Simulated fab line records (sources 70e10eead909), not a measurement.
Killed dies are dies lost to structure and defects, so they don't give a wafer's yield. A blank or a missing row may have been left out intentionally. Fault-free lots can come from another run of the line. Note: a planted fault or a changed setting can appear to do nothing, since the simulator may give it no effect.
Matching of chambers ; flow nand harc ; 3 sister chambers for NHARC_A_CONTACT_DEP_85 on pecvd-04
The step deposits SiON, target thk 60 nm. 16 wafers are shown with their chamber, then 8 later ones without.

## WAFERS, EACH WITH ITS CHAMBER
wafer;chamber;showerhead vpp V (V);heater power w (W)
L418.1;1;1248;664
L418.2;2;1146;888
L418.5;0;1049;842
L417.4;2;1150;868
L417.5;0;1068;745
L417.6;1;1230;660
L422.1;2;1144;904
L422.2;0;1039;758
L422.4;0;1042;772
L421.1;1;1197;612
L421.3;2;1117;913
L421.5;2;1151;906
L430.3;1;1208;702
L430.4;0;1078;720
L430.5;1;1228;705
L431.2;1;1212;599

SIGNATURES (means of the wafers above)
reading;chamber 0;chamber 1;chamber 2;scatter within a chamber
showerhead vpp V;1055.20;1220.50;1141.60;16.7
heater power w;767.40;657.00;895.80;38.7
Rule: a wafer lies at a distance from a chamber equal to the root of the sum of squares, over the readings, of (its reading less the chamber's mean, divided by the reading's scatter). If the next closest chamber is less than 2 further off than the closest, the wafer can't be placed; otherwise it belongs to the closest. The scatter: the root of (the sum of the squares of (reading less its chamber's mean) over the shown wafers, divided by (wafers less chambers)).

## WAFERS WITHOUT THEIR CHAMBER
wafer;showerhead vpp V (V);heater power w (W)
L431.5;1190;605
L431.6;1146;860
L432.1;1212;640
L432.4;1249;655
L432.5;1056;807
L436.1;1068;679
L436.3;1149;805
L436.5;1129;796

## THE CHAMBER EACH PASSED THROUGH
wafer;from the rows above;in truth
L431.5;1;1
L431.6;2;2
L432.1;1;1
L432.4;1;1
L432.5;0;0
L436.1;0;0
L436.3;2;2
L436.5;can't be placed: 2 or 0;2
7 of 8 placed correctly. Can't be placed from these rows: 1 (the true chamber is among the candidates in 1). Number placed wrongly: 0.
